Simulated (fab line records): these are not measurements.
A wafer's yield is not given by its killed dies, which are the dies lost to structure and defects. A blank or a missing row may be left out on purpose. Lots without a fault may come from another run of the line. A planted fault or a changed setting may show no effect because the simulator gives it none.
fab line records ; flow n5Finfet
[record] lots = 4; wafers = 12; lastDay = 21
route steps=1938 shown HKMG_FIN@457 GATE_CUT@465 PASSIVATION@1936
lots that met no fault: from a run of the same line without faults
startH: the number of hours between the record's first day and the start of the first shown wafer of the lot ; waitH: hours elapsed since this lot's preceding step ; " unchanged from the row above ; L1.1+2: one row covering several wafers at once ; - no value, or no start given ; * or withheld: withheld ; < > ~ a bound
route shown NAME@n: NAME is a module with steps in the file, n the number in the route of the first one ; usual: mean/standard deviation taken from wafers without a fault ; same: alike in all rows ; chamber/n: place in a boat ; sites: each site's reading ; _std_site: how widely they spread, as a standard deviation ; _edge_site: inner sites' mean taken away from outer sites' mean ; radiusMm: how far each site lies from the wafer's centre ; mask NAME#n: copy n ; behind: the most recent tool/chamber to have shaped the wafer ; hold: the reason the lot was held/the length of the hold in hours/how it ended ; device: names the non-switching transistor (n, p or np) ; end of line: the same wafers' tests at the end of the route ; a step given without rows: its recipe and nothing more ; killed: dies lost to structure and defects at the first sort, not the wafer's yield ; map: a wafer's dies, x killed, . not, _ none there
set.NAME: the run value of the setting; set.NAME@STEP: its run value at that earlier step ; model.NAME: the simulator's own value behind a step, which no gauge read
certain route steps with their lots: each step a table, each wafer a row
services: a tool's chamber out of use, with start hour (startH, from the record's first day; less than 0 if before it), hours out, and reason
[[steps]]
[step N5_HKMG_FIN_ALD_72]
[recipe] material = W; targetThkA = 20; tempC = 300; pressureTorr = 7.5; aldPrecursorFamily = WF6; aldCoReactant = B2H6; pulseTimeS = 1; purgeTimeS = 2; coReactantPurgeTimeS = 2; coReactantPulseTimeS = 3; aldCycles = 7
[step N5_HKMG_FIN_W_FILL_22]
[recipe] material = W; targetThkA = 600; tempC = 400; pressureTorr = 39.4; timeS = 18.2
[step N5_HKMG_FIN_PRECLEAN_83]
[recipe] chemistry = DIW; timeS = 57.5; tempC = 23
[step N5_HKMG_FIN_SRD_84]
[recipe] dryTimeS = 32; dry = n2Spin; spinRpm = 1500
[step N5_HKMG_FIN_CMP_23]
[recipe] stopOn = SiNx; tOverpolishS = 10; postCmpClean = rinseOnly; downForcePsi = 4; platenRpm = 50.289; padVelocityMS = 1.0006; targetThkNm = 46.326
[step N5_HKMG_FIN_CMP_94]
[recipe] stopOn = SiNx; postCmpClean = wDiluteNh4oh; tOverpolishS = 4.7; downForcePsi = 4; platenRpm = 50.289; padVelocityMS = 1.0006; targetThkNm = 43.299
[step N5_GATE_CUT_ETCHBACK_00]
[recipe] chemistry = SF6/Cl2; target = W; pressureMtorr = 8; icpW = 900; biasW = 80; SF6_flow_sccm = 40; Cl2_flow_sccm = 60
[step N5_GATE_CUT_ETCH_56]
[recipe] chemistry = Cl2/Ar; target = TiN; targetDepthA = 216; pressureMtorr = 10; icpW = 600; biasW = 60; Cl2_flow_sccm = 40; Ar_flow_sccm = 60
[step N5_GATE_CUT_ETCHBACK_30]
[recipe] chemistry = Cl2/Ar; target = TiN; targetDepthA = 30; mode = isotropic; pressureMtorr = 10; icpW = 600; biasW = 60; Cl2_flow_sccm = 40; Ar_flow_sccm = 60
[step N5_GATE_CUT_VAPOR_ETCH_60]
[recipe] chemistry = BCl3/Cl2; target = HfO2; mode = isotropic
[step N5_GATE_CUT_ETCH_58]
[recipe] chemistry = CH3F/O2; target = SiNx; targetDepthA = 170; timeS = 128.6; ionEnergyEv = 50; pressureMtorr = 30; sourceW = 415; biasW = 21; Ar_flow_sccm = 150; CH3F_flow_sccm = 30; O2_flow_sccm = 20
[usual] drypumpMotorCurrentA = 5.6/0.4; mfcArSccm = 150.0/0.41; oesProductAu = 0.77/0.066; rfVppV = 99.4/0.93; showerheadPlenumPTorr = 2.02/0.074; throttleValvePct = 16.33/0.23
lot.wafer;tool;chamber;startH;waitH;drypumpMotorCurrentA;mfcArSccm;oesProductAu;rfHoursCounterH;rfVppV;showerheadPlenumPTorr;throttleValvePct
L603.1;rieDiel-06;2;96.06;0.0;5.5;150.3;0.74;190;98.1;2.00;16.33
L603.4;rieDiel-06;3;96.06;0.0;6.1;149.2;0.71;237;100.4;2.06;16.66
L603.6;rieDiel-06;0;96.06;0.0;5.8;150.3;0.81;-;99.1;2.01;16.44
L615.3;rieDiel-06;2;168.52;0.1;5.5;149.8;0.72;210;99.6;1.99;16.34
L615.5;rieDiel-06;2;168.52;0.1;5.5;150.4;0.72;-;100.7;1.99;16.33
L615.6;rieDiel-06;0;168.52;0.1;5.8;150.1;0.79;-;98.5;2.01;16.49
L616.1;rieDiel-06;0;177.23;0.2;5.8;149.8;0.77;127;99.2;2.00;16.49
L616.2;rieDiel-06;2;177.23;0.2;5.5;149.3;0.71;216;98.1;1.99;16.37
L616.5;rieDiel-06;2;177.23;0.2;5.5;149.9;0.71;-;98.5;1.99;16.37
L621.3;rieDiel-05;3;208.11;0.0;5.7;149.8;0.73;174;97.5;1.91;16.25
L621.4;rieDiel-05;1;208.11;0.0;5.6;149.9;0.70;211;100.9;2.07;16.55
L621.5;rieDiel-05;1;208.11;0.0;5.6;149.4;0.69;-;100.7;2.07;16.55
[step N5_GATE_CUT_STRIP_59]
[recipe] chemistry = N2/H2; timeS = 20; powerW = 100; tempC = 40; pressureMtorr = 100; rfFrequencyHz = 6e+07; biasPowerW = 3; n2FlowSccm = 300; h2FlowSccm = 300
[step N5_GATE_CUT_PRECLEAN_31]
[recipe] tempC = 23; chemistry = DIW; timeS = 300
[step N5_GATE_CUT_SRD_32]
[recipe] timeS = 30; tempC = 23; rinseLiquid = diw; dry = ipaMarangoni
[step N5_GATE_CUT_SAC_CAP_01]
[recipe] material = SiNx; targetThkA = 240; tempC = 400; aldPrecursorFamily = SiH2I2; aldCoReactant = N2/H2-plasma; pulseTimeS = 1; aldCycles = 480; purgeTimeS = 2; coReactantPurgeTimeS = 2; pressureTorr = 2
[step N5_GATE_CUT_PECVD_57]
[recipe] material = SiNx; targetThkA = 210; tempC = 400; precursor = SiH4/NH3/N2; pressureTorr = 1.5; rfW = 300
[step N5_GATE_CUT_CMP_02]
[recipe] stopOn = SiO2; tOverpolishS = 12.7; postCmpClean = alkalineBrush; downForcePsi = 2.5; platenRpm = 51.8; padVelocityMS = 1.0307; targetThkNm = 0
[step N5_GATE_CUT_HM_DEP_46]
[recipe] material = SiO2; targetThkA = 1300; tempC = 400; precursor = TEOS/O2; pressureTorr = 6.5; rfW = 900; teosFlowSccm = 161.4; gas = O2; flowSccm = 2650; timeS = 26.6
[step N5_GATE_CUT_COAT_34]
[recipe] resist = SOC; tempC = 250; timeS = 60; spinRpm = 1500; resistThkNm = 60
[step N5_GATE_CUT_COAT_35]
[recipe] resist = SiARC; tempC = 220; timeS = 60; spinRpm = 1500; resistThkNm = 10
[step N5_GATE_CUT_COAT_27]
[recipe] resist = underlayer; tempC = 205; timeS = 60; spinRpm = 1500; resistThkNm = 10
[step N5_GATE_CUT_COAT_07]
[recipe] resist = CAR-EUV; spinRpm = 1500; resistThkNm = 30
[step N5_GATE_CUT_EBR_09]
[recipe] solvent = PGMEA; ebrWidthMm = 1.5
[step N5_GATE_CUT_SOFTBAKE_08]
[recipe] tempC = 110; timeS = 60; resist = CAR-EUV
[step N5_GATE_CUT_EXPOSE_10]
[recipe] maskId = GATE_CUT; na = 0.33; sourceShape = annular; sigmaInner = 0.35; sigmaOuter = 0.8; polarization = unpolarized; targetCdNm = 20; doseMj = 43.25
[step N5_GATE_CUT_PEB_11]
[recipe] pebTempC = 100; pebTimeS = 60; resist = CAR-EUV
[step N5_GATE_CUT_DEVELOP_12]
[recipe] developTimeS = 30; developer = TMAH; resist = CAR-EUV; rinseLiquid = surfactantRinse; dry = airSpin; devTempC = 23
[step N5_GATE_CUT_DESCUM_18]
[recipe] chemistry = O2; timeS = 7; sourcePowerW = 50; biasPowerW = 20; pressureMtorr = 20; rfFrequencyHz = 2.712e+07; tempC = 40; resist = CAR-EUV; o2FlowSccm = 225
[step N5_GATE_CUT_ETCH_28]
[recipe] chemistry = N2/H2; target = underlayer; targetDepthA = 130; maskMaterial = CAR-EUV; timeS = 10.4; ionEnergyEv = 200; pressureMtorr = 30; sourceW = 840; biasW = 150; n2FlowSccm = 200; h2FlowSccm = 200; ends = cleared
[step N5_GATE_CUT_ETCH_36]
[recipe] chemistry = CF4; target = SiARC; targetDepthA = 130; maskMaterial = CAR-EUV; timeS = 21.7; ionEnergyEv = 80; pressureMtorr = 40; sourceW = 545; biasW = 36; Ar_flow_sccm = 100; cf4FlowSccm = 100; ends = cleared
[step N5_GATE_CUT_ETCH_37]
[recipe] chemistry = N2/H2; target = SOC; targetDepthA = 600; overetchA = 120; maskMaterial = SiARC; tempC = 40; timeS = 90; ionEnergyEv = 200; pressureMtorr = 30; sourceW = 840; biasW = 150; n2FlowSccm = 200; h2FlowSccm = 200
[step N5_GATE_CUT_STRIP_38]
[recipe] chemistry = N2/H2; tempC = 40; n2FlowSccm = 200; h2FlowSccm = 200; rfFrequencyHz = 6e+07
[step N5_GATE_CUT_STRIP_39]
[recipe] chemistry = N2/H2; tempC = 40; n2FlowSccm = 200; h2FlowSccm = 200; rfFrequencyHz = 6e+07
[step N5_GATE_CUT_HM_OPEN_40]
[recipe] chemistry = C4F6/O2; target = SiO2; maskMaterial = SiARC; targetDepthA = 1390; timeS = 85.1; ionEnergyEv = 250; pressureMtorr = 30; sourceW = 345; biasW = 185; Ar_flow_sccm = 300; C4F6_flow_sccm = 10; O2_flow_sccm = 10; ends = cleared
[step N5_GATE_CUT_STRIP_41]
[recipe] chemistry = CF4; resist = SiARC; powerW = 300; biasPowerW = 75; pressureMtorr = 50; cf4FlowSccm = 150; rfFrequencyHz = 6e+07
[step N5_GATE_CUT_STRIP_42]
[recipe] chemistry = O2; powerW = 400; tempC = 40; pressureMtorr = 30; rfFrequencyHz = 6e+07; biasPowerW = 0; overashFraction = 0.3; o2FlowSccm = 225
[step N5_PASSIVATION_PROBE_49]
[usual] defectLimitedYield = 90.9/1.6; killed_at_M0_to_M3 = 37/11; killed_at_M4_up = 15/5.6; killedAtContacts = 13/6.4; killedAtFrontEnd = 39/11; killedAtOther = 4/3.1; killedDies = 107/19; killedOnRim = 14/4.3; killedOpen = 71/14; killedShort = 34/7.8; sort_bin_4_leakage = 0.01/0.053; sort_bin_5_function = 5.3/1; sort_bin_6_memory = 3.4/0.72; sortNPass = 1072/20; sortYieldPct = 90.9/1.7
[same] grossDies = 1180; killedAtBackSide = 0; sort_bin_8_speed[%] = 0
lot.wafer;tool;chamber;startH;waitH;defectLimitedYield[%];killed_at_M0_to_M3;killed_at_M4_up;killedAtContacts;killedAtFrontEnd;killedAtOther;killedDies;killedOnRim;killedOpen;killedShort;sort_bin_4_leakage[%];sort_bin_5_function[%];sort_bin_6_memory[%];sortNPass;sortYieldPct[%]
L616.1;prober-01;-;447.75;0.0;86.5;31;14;21;92;1;159;24;65;35;0;7.0;4.0;1021;86.5
L615.3;prober-02;-;467.70;0.1;92.7;34;3;10;38;1;86;15;53;33;0;4.3;2.5;1094;92.7
L615.5;prober-02;-;467.80;0.2;91.4;33;20;9;37;2;101;12;71;29;0;5.2;3.1;1079;91.4
L615.6;prober-02;-;467.85;0.3;88.6;18;15;5;94;2;134;19;47;27;0;6.4;3.1;1046;88.6
L621.3;prober-02;-;496.27;0.1;91.1;32;18;16;30;9;105;14;78;24;0;5.0;3.6;1075;91.1
L621.4;prober-02;-;496.32;0.2;92.3;28;10;8;43;2;91;18;61;29;0;4.4;3.0;1089;92.3
L621.5;prober-02;-;496.37;0.2;90.2;50;13;11;32;10;116;18;75;40;0;5.6;3.8;1064;90.2
// killed by level:class
L616.1 GATE_CUT:unspecified=57 MOL_CONTACT_COAG:geometricParticle:open=14 FIN_SAQP:geometricParticle:open=9 BEOL_M1:geometricParticle:open=8 BEOL_M0_SAQP:geometricParticle:open=7 FIN_SAQP:geometricParticle:short=6 MOL_CONTACT_COAG:geometricParticle:short=6 BEOL_M4:geometricParticle:open=6
L615.3 FIN_SAQP:geometricParticle:short=9 MOL_CONTACT_COAG:geometricParticle:open=9 FIN_SAQP:geometricParticle:open=6 DUMMY_GATE:geometricParticle:open=6 BEOL_M1:geometricParticle:short=6 BEOL_M0_SAQP:geometricParticle:open=5 BEOL_M0:geometricParticle:open=5 BEOL_M2:geometricParticle:open=5
L615.5 BEOL_M1:geometricParticle:open=9 BEOL_M4:geometricParticle:open=9 FIN_SAQP:geometricParticle:open=7 BEOL_M2:geometricParticle:open=6 MOL_CONTACT_COAG:geometricParticle:open=6 BEOL_M1:geometricParticle:short=6 FIN_SAQP:geometricParticle:short=5 STI_FIN_REVEAL:geometricParticle:open=4
L615.6 GATE_CUT:unspecified=56 BEOL_M4:geometricParticle:open=9 FIN_SAQP:geometricParticle:short=7 STI_FIN_REVEAL:geometricParticle:open=7 BEOL_M0_SAQP:geometricParticle:short=7 GATE_CUT:geometricParticle:short=5 GATE_CUT:geometricParticle:open=4 MOL_CONTACT_COAG:geometricParticle:open=4
L621.3 MOL_CONTACT_COAG:geometricParticle:open=13 BEOL_M0_SAQP:geometricParticle:open=9 BEOL_M0:geometricParticle:open=7 BEOL_M4:geometricParticle:open=6 MIM_TOP_ETCH:geometricParticle:open=6 BEOL_M3:geometricParticle:open=5 STI_FIN_REVEAL:geometricParticle:open=4 ILD0:geometricParticle:open=4
L621.4 STI_FIN_REVEAL:geometricParticle:open=8 BEOL_M0_SAQP:geometricParticle:open=7 FIN_SAQP:geometricParticle:short=6 MOL_CONTACT_COAG:geometricParticle:open=6 DUMMY_GATE:geometricParticle:open=5 GATE_CUT:geometricParticle:short=5 BEOL_M0_SAQP:geometricParticle:short=5 BEOL_M3:geometricParticle:open=5
L621.5 BEOL_M2:geometricParticle:open=12 STI_FIN_REVEAL:geometricParticle:open=11 BEOL_M0_SAQP:geometricParticle:short=11 BEOL_M0_SAQP:geometricParticle:open=10 MOL_CONTACT_COAG:geometricParticle:open=8 BEOL_M3:geometricParticle:open=8 FIN_SAQP:geometricParticle:open=6 FIN_SAQP:geometricParticle:short=5
// map L615.6 (x killed, . not)
_________________.x...xxxxxxx________________
______________........xxxxxxxxxx_____________
___________...........xxxxxxxxxxxxx__________
__________........x......xxxxxxxxxxx_________
________........x.....x..xx.xxxxxx...._______
_______...x..........x....x.xxxx..xx...______
______.......................x.........._____
_____...x.......................x........____
____.........x....x..x....................___
___...........x......x.....................__
___...........................xx......x....__
__.............x.......x...x..........xx...._
__...........................x.......x......_
_...x..............x.........x...............
_.x..........x...........x...................
_......x...................x.................
_.............................x......x.......
_....x.x............x.x......................
_....x........x....x...x...............x.x...
_.....x.x....x...xx......x.......x...........
_..............x..xx..........x..x...........
__....................x....................._
__.................x........................_
___........x........x......x.............x.__
___.................x......................__
____........x...x....x................x...___
_____....................................____
______....x.........x..................._____
_______................x...x...........______
________......x..x...................._______
__________..........x...x..x........_________
___________x............x..........__________
______________.................._____________
_________________............________________
// map L616.1 (x killed, . not)
_________________.....xxxxxxx________________
______________..x...xx.xxxxxxxxx_____________
___________..........xxxxxxxxxxxxxx__________
__________.............xxxxxxxxxxx.x_________
________......x..x......xxxxx.xxxxx..._______
_______..........xx....x.x...x..x......______
______..................x.....x.xx......_____
_____...............x..x..........x......____
____...x..................................___
___...x........x...x................x......__
___....x....................x...x.x........__
__.x......x...x........................x.x.._
__..x........xx..x.........................._
_.....................................x...x..
_..................................x......x..
_.x...x......................x...............
_.....x...................................x..
_...x..x..........x..........................
_.....................x...................x..
_..........x................x......x........x
_.....x.............x.......x...............x
__......x.....x.x..x.......x....x..........x_
__.........x.....xxx.........x.............._
___......x........x............x.....x....x__
___........x....x....................x..x..__
____x...x.............xx.........x..x.....___
_____..xx.........x.......x.x...x........____
______..x......x..........x....x........_____
_______...........x...x.......xx.......______
________...xx.......................x._______
__________......................x..._________
___________.........x.x......x.....__________
______________.......x.........._____________
_________________............________________
[[services]]
tool;chamber;startH;hours;kind
rieDiel-05;-;95.09;0.1;repair
rieDiel-06;3;141.41;1.3;repair
rieDiel-06;3;156.83;2.9;repair
rieDiel-06;3;159.87;-;clean
rieDiel-06;3;159.87;-;consumableReplace:focusRing
rieDiel-06;3;159.87;22.0;scheduledDown
rieDiel-06;3;159.87;22.0;ventCycle
rieDiel-05;3;183.44;8.8;repair
[[key]]
[firstSign] step = N5_PASSIVATION_PROBE_49; reading = killedAtFrontEnd; direction = up; sigmas = 4.9; usual = 39; struck = 93
[moreKillsBornAt] N5_GATE_CUT_ETCH_58@rieDiel-06 = 113
metAt N5_GATE_CUT_ETCH_58
struckWafers L615.6,L616.1
onsetBetween 96.06 168.52
[fault] kind = chamberParticleSource; tool = rieDiel-06; chamber = 0; onsetH = 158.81; steps = N5_GATE_CUT_ETCH_58; ratePerVisitCm2 = 1.2448; endH = 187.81
